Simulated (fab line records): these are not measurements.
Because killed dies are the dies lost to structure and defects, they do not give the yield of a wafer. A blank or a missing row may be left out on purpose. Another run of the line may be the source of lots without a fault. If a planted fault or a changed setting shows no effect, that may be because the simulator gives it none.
Which tool is to blame? | flow nandHarc | 72 wafers from 24 lots sampled at 6 of the route's 1302 steps

## WHAT EACH GAUGE READ, for each wafer
NHARC_A_CONTACT_CD_MEAS_80. Usual: cdNm 289.8 nm, standard deviation 0.69.
lot  | measured     | on       | cdNm (nm)         | flag
L074 | day 22 00:38 | cdSem-03 | 289.1 289.7 289.1 | 
L075 | day 22 18:04 | cdSem-01 | 289.8 290.1 289.3 | 
L077 | day 22 23:16 | cdSem-02 | 289.7 290.3 290.7 | 
L076 | day 23 00:25 | cdSem-01 | 289.9 290.3 290.3 | 
L078 | day 23 11:38 | cdSem-01 | 288.7 288.0 288.2 | 
L079 | day 24 21:54 | cdSem-03 | 289.9 289.7 289.9 | 
L080 | day 24 23:11 | cdSem-03 | 290.7 290.5 290.6 | 
L081 | day 25 04:10 | cdSem-01 | 290.5 290.7 291.2 | 
L082 | day 26 03:44 | cdSem-03 | 289.8 289.8 289.6 | 
L083 | day 26 08:20 | cdSem-01 | 289.4 290.0 289.7 | 
L084 | day 26 10:00 | cdSem-01 | 289.2 289.0 289.4 | 
L086 | day 27 04:23 | cdSem-03 | 290.2 289.6 289.9 | 
L085 | day 27 13:15 | cdSem-02 | 289.4 289.2 288.9 | 
L087 | day 28 00:31 | cdSem-03 | 289.7 290.0 289.7 | 
L088 | day 27 22:09 | cdSem-02 | 288.9 288.4 289.2 | 
L090 | day 28 06:52 | cdSem-03 | 289.9 290.1 289.8 | 
L089 | day 28 05:39 | cdSem-03 | 290.4 290.1 290.7 | 
L093 | day 29 08:08 | cdSem-03 | 290.0 289.8 289.9 | 
L091 | day 29 09:55 | cdSem-02 | 290.5 290.4 290.5 | 
L092 | day 29 16:22 | cdSem-01 | 290.3 289.8 289.6 | 
L094 | day 30 09:10 | cdSem-01 | 289.0 288.3 288.5 | 
L095 | day 31 00:28 | cdSem-03 | 290.8 290.6 290.6 | 
L096 | day 31 05:54 | cdSem-01 | 290.6 290.4 290.7 | 
L097 | day 31 08:50 | cdSem-01 | 288.8 288.7 289.3 | 

## TOOL THAT RAN EACH LOT (tool first, then ch and the chambers of the sampled wafers, then the start)
lot  | NHARC_A_CONTACT_ETCH_115           | NHARC_A_CONTACT_ETCH_117           | NHARC_A_CONTACT_DEP_57       | NHARC_A_CONTACT_ETCH_76                      | NHARC_A_CONTACT_ETCH_127
L074 | harCapEtch-03 ch 0,1, day 21 06:24 | harCapEtch-03 ch 0,1, day 21 06:45 | aclDep-03 ch 0, day 21 16:21 | rieDiel-13 ch 0,1, day 21 22:37 or earlier   | harCapEtch-02 ch 1, day 21 22:37
L075 | harCapEtch-02 ch 0,1, day 22 06:14 | harCapEtch-02 ch 0,1, day 22 06:34 | aclDep-03 ch 0, day 22 10:50 | rieDiel-13 ch 0,2, day 22 16:04 or earlier   | harCapEtch-03 ch 0,1, day 22 16:04
L077 | harCapEtch-01 ch 0,1, day 22 11:26 | harCapEtch-01 ch 0,1, day 22 11:46 | aclDep-03 ch 0, day 22 15:28 | rieDiel-03 ch 0,2,3, day 22 21:13 or earlier | harCapEtch-01 ch 1, day 22 21:13
L076 | harCapEtch-02 ch 0,1, day 22 12:07 | harCapEtch-02 ch 0,1, day 22 12:28 | aclDep-01 ch 0, day 22 16:12 | rieDiel-05 ch 0,1,2, day 22 22:23 or earlier | harCapEtch-02 ch 0,1, day 22 22:23
L078 | harCapEtch-03 ch 0,1, day 22 23:45 | harCapEtch-03 ch 0,1, day 23 00:05 | aclDep-02 ch 0, day 23 03:48 | rieDiel-05 ch 0,2, day 23 09:34 or earlier   | harCapEtch-01 ch 0,1, day 23 09:34
L079 | harCapEtch-03 ch 0,1, day 24 05:04 | harCapEtch-03 ch 0,1, day 24 05:25 | aclDep-02 ch 0, day 24 13:05 | rieDiel-03 ch 0,2,3, day 24 19:19 or earlier | harCapEtch-03 ch 0,1, day 24 19:19
L080 | harCapEtch-01 ch 0,1, day 24 07:28 | harCapEtch-01 ch 0,1, day 24 07:48 | aclDep-03 ch 0, day 24 16:26 | rieDiel-13 ch 0,3, day 24 21:08 or earlier   | harCapEtch-01 ch 0,1, day 24 21:08
L081 | harCapEtch-02 ch 0,1, day 24 14:52 | harCapEtch-02 ch 0,1, day 24 15:20 | aclDep-02 ch 0, day 24 20:01 | rieDiel-03 ch 1,2,3, day 25 02:06 or earlier | harCapEtch-02 ch 0,1, day 25 02:06
L082 | harCapEtch-03 ch 1, day 25 12:47   | harCapEtch-03 ch 1, day 25 13:23   | aclDep-03 ch 0, day 25 18:46 | rieDiel-13 ch 0,2,3, day 26 01:12 or earlier | harCapEtch-03 ch 0,1, day 26 01:12
L083 | harCapEtch-01 ch 0,1, day 25 18:31 | harCapEtch-01 ch 0,1, day 25 18:52 | aclDep-03 ch 0, day 25 23:49 | rieDiel-03 ch 0,1,2, day 26 06:17 or earlier | harCapEtch-01 ch 0,1, day 26 06:17
L084 | harCapEtch-02 ch 0,1, day 25 21:25 | harCapEtch-02 ch 0,1, day 25 21:52 | aclDep-02 ch 0, day 26 01:41 | rieDiel-03 ch 0,3, day 26 07:56 or earlier   | harCapEtch-02 ch 0,1, day 26 07:56
L086 | harCapEtch-01 ch 0,1, day 26 13:58 | harCapEtch-01 ch 0,1, day 26 14:19 | aclDep-01 ch 0, day 26 20:11 | rieDiel-03 ch 0,3, day 27 02:22 or earlier   | harCapEtch-01 ch 0,1, day 27 02:22
L085 | harCapEtch-02 ch 0,1, day 26 23:32 | harCapEtch-02 ch 0,1, day 26 23:53 | aclDep-02 ch 0, day 27 04:38 | rieDiel-03 ch 1,3, day 27 11:10 or earlier   | harCapEtch-03 ch 0,1, day 27 11:10
L087 | harCapEtch-03 ch 0,1, day 27 06:39 | harCapEtch-03 ch 0,1, day 27 06:59 | aclDep-01 ch 0, day 27 16:18 | rieDiel-05 ch 0,3, day 27 21:59 or earlier   | harCapEtch-02 ch 0,1, day 27 21:59
L088 | harCapEtch-02 ch 0,1, day 27 07:11 | harCapEtch-02 ch 0,1, day 27 07:31 | aclDep-03 ch 0, day 27 13:34 | rieDiel-13 ch 0,1,2, day 27 20:05 or earlier | harCapEtch-01 ch 0,1, day 27 20:05
L090 | harCapEtch-02 ch 0,1, day 27 17:28 | harCapEtch-02 ch 0,1, day 27 17:55 | aclDep-01 ch 0, day 27 23:08 | rieDiel-03 ch 0,2,3, day 28 04:51 or earlier | harCapEtch-01 ch 0,1, day 28 04:51
L089 | harCapEtch-01 ch 0,1, day 27 17:38 | harCapEtch-01 ch 0,1, day 27 17:58 | aclDep-03 ch 0, day 27 21:19 | rieDiel-03 ch 0,1,2, day 28 03:37 or earlier | harCapEtch-03 ch 0,1, day 28 03:37
L093 | harCapEtch-02 ch 0,1, day 28 14:41 | harCapEtch-02 ch 0,1, day 28 15:08 | aclDep-02 ch 0, day 29 00:29 | rieDiel-05 ch 2,3, day 29 06:05 or earlier   | harCapEtch-02 ch 0,1, day 29 06:05
L091 | harCapEtch-01 ch 0,1, day 28 15:18 | harCapEtch-01 ch 0,1, day 28 15:38 | aclDep-01 ch 0, day 29 00:56 | rieDiel-03 ch 0,2,3, day 29 07:24 or earlier | harCapEtch-01 ch 0,1, day 29 07:24
L092 | harCapEtch-03 ch 0,1, day 29 04:23 | harCapEtch-03 ch 0,1, day 29 04:43 | aclDep-03 ch 0, day 29 08:29 | rieDiel-13 ch 1,2,3, day 29 14:17 or earlier | harCapEtch-02 ch 0,1, day 29 14:17
L094 | harCapEtch-03 ch 0,1, day 29 20:22 | harCapEtch-03 ch 0,1, day 29 20:43 | aclDep-02 ch 0, day 30 00:55 | rieDiel-03 ch 2,3, day 30 06:39 or earlier   | harCapEtch-01 ch 0,1, day 30 06:39
L095 | harCapEtch-03 ch 0,1, day 30 12:22 | harCapEtch-03 ch 0,1, day 30 12:43 | aclDep-02 ch 0, day 30 16:38 | rieDiel-03 ch 0,1,2, day 30 22:25 or earlier | harCapEtch-02 ch 0,1, day 30 22:25
L096 | harCapEtch-02 ch 0,1, day 30 14:07 | harCapEtch-02 ch 0,1, day 30 14:30 | aclDep-01 ch 0, day 30 22:04 | rieDiel-13 ch 2,3, day 31 03:17 or earlier   | harCapEtch-01 ch 0,1, day 31 03:17
L097 | harCapEtch-03 ch 0,1, day 30 20:39 | harCapEtch-03 ch 0,1, day 30 20:59 | aclDep-01 ch 0, day 31 00:44 | rieDiel-03 ch 1,2, day 31 06:41 or earlier   | harCapEtch-03 ch 0,1, day 31 06:41
- NHARC_A_CONTACT_ETCH_115: etches the open film in C4F8/O2/Ar, time 190 s, target depth 1850 nm.
- NHARC_A_CONTACT_ETCH_117: etches the open film in C4F8/O2/Ar, time 190 s, target depth 1850 nm.
- NHARC_A_CONTACT_DEP_57: deposits aC, target thk 5300 nm.
- NHARC_A_CONTACT_ETCH_76: etches the open film in N2/H2, target depth 260 nm, time 475.3 s.
- NHARC_A_CONTACT_ETCH_127: etches the open film in C4F8/O2/Ar, time 197 s, target depth 1918 nm.

## WHAT THE TOOLS THEMSELVES READ (means of the sampled wafers that have a number; where no wafer has one, the mark that the record gives instead)
NHARC_A_CONTACT_DEP_57. Usual: throttleValvePct 34.999 %, standard deviation 0.0089.
lot  | tool      | throttleValvePct (%) | flag
L074 | aclDep-03 | 34.999               | 
L075 | aclDep-03 | 35.001               | 
L077 | aclDep-03 | 34.997               | 
L076 | aclDep-01 | 34.993               | 
L078 | aclDep-02 | 35.001               | 
L079 | aclDep-02 | 35.006               | 
L080 | aclDep-03 | 35.000               | 
L081 | aclDep-02 | 35.010               | 
L082 | aclDep-03 | 35.002               | 
L083 | aclDep-03 | 34.993               | 
L084 | aclDep-02 | 35.004               | 
L086 | aclDep-01 | 34.998               | 
L085 | aclDep-02 | 34.998               | 
L087 | aclDep-01 | 34.995               | 
L088 | aclDep-03 | 34.997               | 
L090 | aclDep-01 | 34.996               | 
L089 | aclDep-03 | 35.007               | 
L093 | aclDep-02 | 34.995               | 
L091 | aclDep-01 | 35.001               | 
L092 | aclDep-03 | 34.997               | 
L094 | aclDep-02 | 35.004               | 
L095 | aclDep-02 | 34.997               | 
L096 | aclDep-01 | 34.997               | 
L097 | aclDep-01 | 34.991               | 

NHARC_A_CONTACT_ETCH_76. Usual: drypumpMotorCurrentA 5.6 A, standard deviation 0.41; oesProductAu 1.000 a.u., standard deviation 0.0072; rfVppV 429.8 V, standard deviation 2.7; showerheadPlenumPTorr 2.02 Torr, standard deviation 0.097; throttleValvePct 14.172 %, standard deviation 0.0085.
lot  | tool       | drypumpMotorCurrentA (A) | oesProductAu (a.u.) | rfVppV (V) | showerheadPlenumPTorr (Torr) | throttleValvePct (%) | flag
L074 | rieDiel-13 | 5.7                      | 1.000               | 432.2      | 2.10                         | 14.175               | 
L075 | rieDiel-13 | 5.6                      | 0.998               | 428.6      | 1.97                         | 14.162               | 
L077 | rieDiel-03 | 5.8                      | 1.004               | 428.3      | 1.96                         | 14.175               | 
L076 | rieDiel-05 | 5.3                      | 1.001               | 428.6      | 1.97                         | 14.179               | 
L078 | rieDiel-05 | 5.3                      | 0.999               | 428.5      | 1.99                         | 14.176               | 
L079 | rieDiel-03 | 5.8                      | 0.996               | 428.5      | 1.96                         | 14.169               | 
L080 | rieDiel-13 | 5.6                      | 0.989               | 428.2      | 1.94                         | 14.169               | 
L081 | rieDiel-03 | 5.9                      | 0.999               | 430.1      | 2.05                         | 14.171               | 
L082 | rieDiel-13 | 5.6                      | 0.996               | 427.7      | 1.95                         | 14.173               | 
L083 | rieDiel-03 | 5.6                      | 0.998               | 429.8      | 2.02                         | 14.179               | 
L084 | rieDiel-03 | 5.5                      | 1.000               | 425.8      | 1.90                         | 14.171               | 
L086 | rieDiel-03 | 5.5                      | 0.996               | 426.5      | 1.90                         | 14.170               | 
L085 | rieDiel-03 | 5.6                      | 1.002               | 431.2      | 2.07                         | 14.166               | 
L087 | rieDiel-05 | 5.3                      | 1.002               | 429.2      | 2.00                         | 14.186               | 
L088 | rieDiel-13 | 5.6                      | 1.001               | 430.1      | 2.02                         | 14.173               | 
L090 | rieDiel-03 | 5.8                      | 1.004               | 430.8      | 2.07                         | 14.185               | 
L089 | rieDiel-03 | 5.7                      | 1.014               | 433.0      | 2.13                         | 14.170               | 
L093 | rieDiel-05 | 5.1                      | 1.003               | 429.3      | 1.96                         | 14.173               | 
L091 | rieDiel-03 | 5.8                      | 1.001               | 431.4      | 2.07                         | 14.175               | 
L092 | rieDiel-13 | 5.2                      | 0.997               | 430.4      | 2.01                         | 14.179               | 
L094 | rieDiel-03 | 6.1                      | 1.001               | 429.6      | 2.01                         | 14.167               | 
L095 | rieDiel-03 | 5.6                      | 0.999               | 432.3      | 2.12                         | 14.169               | 
L096 | rieDiel-13 | 5.2                      | 0.998               | 427.3      | 1.95                         | 14.169               | 
L097 | rieDiel-03 | 6.0                      | 1.000               | 431.0      | 2.07                         | 14.167               | 

## THE ANSWER, worked out from the rows above alone
Rule: a lot is off if the mean of its wafers that have a number lies more than 3 standard deviations from the usual mean. Also off: a lot with no number at a reading for which 4 or more lots have one. The other lots that the step has rows for count as sound. Order of review: gauges by route order, followed by the tools' own readings, for which a lot's mean as printed above is used. The first step at which some lot is off is used, and at that step the reading that is off furthest; a lot without a number counts as furthest.
None of the lots is off at any reading shown; this tells nothing.

## WHAT THE SIMULATOR HAD PUT IN
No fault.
